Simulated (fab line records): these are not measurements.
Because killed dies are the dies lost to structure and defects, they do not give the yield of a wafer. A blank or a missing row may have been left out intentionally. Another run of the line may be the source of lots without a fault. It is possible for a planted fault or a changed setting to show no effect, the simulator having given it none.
Matching of chambers / flow nandHarc / NHARC_P_STI_ETCH_42 on rieDiel-11: 4 sister chambers
The step etches the open film in N2/H2, target depth 80 nm, overetch 24 nm, time 61 s. 8 wafers are shown with their chamber, then 9 later ones without.

WAFERS, EACH WITH ITS CHAMBER
wafer=L077.5; chamber=3; rfVppV (V)=435; oesProductAu (a.u.)=0.981
wafer=L081.2; chamber=0; rfVppV (V)=426; oesProductAu (a.u.)=1.003
wafer=L086.1; chamber=1; rfVppV (V)=431; oesProductAu (a.u.)=1.014
wafer=L086.5; chamber=2; rfVppV (V)=427; oesProductAu (a.u.)=1.021
wafer=L086.6; chamber=3; rfVppV (V)=434; oesProductAu (a.u.)=0.988
wafer=L088.2; chamber=0; rfVppV (V)=427; oesProductAu (a.u.)=0.978
wafer=L088.3; chamber=1; rfVppV (V)=432; oesProductAu (a.u.)=1.010
wafer=L088.6; chamber=2; rfVppV (V)=428; oesProductAu (a.u.)=1.009

WAFERS WHOSE CHAMBER IS MISSING
wafer=L092.4; rfVppV (V)=428; oesProductAu (a.u.)=1.005
wafer=L092.5; rfVppV (V)=427; oesProductAu (a.u.)=1.007
wafer=L092.6; rfVppV (V)=435; oesProductAu (a.u.)=0.993
wafer=L093.1; rfVppV (V)=427; oesProductAu (a.u.)=1.001
wafer=L093.3; rfVppV (V)=434; oesProductAu (a.u.)=0.998
wafer=L093.4; rfVppV (V)=428; oesProductAu (a.u.)=1.009
wafer=L096.3; rfVppV (V)=426; oesProductAu (a.u.)=0.998
wafer=L096.4; rfVppV (V)=427; oesProductAu (a.u.)=1.015
wafer=L096.6; rfVppV (V)=433; oesProductAu (a.u.)=0.994

THE CHAMBER EACH PASSED THROUGH
wafer=L092.4; from the rows above=can't be placed: 2 or 0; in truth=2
wafer=L092.5; from the rows above=can't be placed: 2 or 0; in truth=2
wafer=L092.6; from the rows above=3; in truth=3
wafer=L093.1; from the rows above=can't be placed: 0 or 2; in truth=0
wafer=L093.3; from the rows above=3; in truth=3
wafer=L093.4; from the rows above=can't be placed: 2 or 0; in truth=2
wafer=L096.3; from the rows above=can't be placed: 0 or 2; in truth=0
wafer=L096.4; from the rows above=can't be placed: 2 or 0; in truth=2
wafer=L096.6; from the rows above=can't be placed: 3 or 1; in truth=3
2 of 9 placed correctly. Unplaceable from these rows: 7, with the true chamber sitting among the candidates in 7. Placed wrongly: 0.
How it was worked out, from the rows above alone: a wafer's distance from a chamber is the root of the sum, over the readings, of the square of ((its reading less the chamber's mean) divided by the reading's scatter). The wafer belongs to the nearest chamber; if the next one is less than 2 further off, it can't be placed. For every chamber, the mean is computed from those of its wafers that are shown. How the scatter is found: for the shown wafers, subtract from each reading the mean of its chamber, square and add these, divide the total by (wafers less chambers), then take the root.
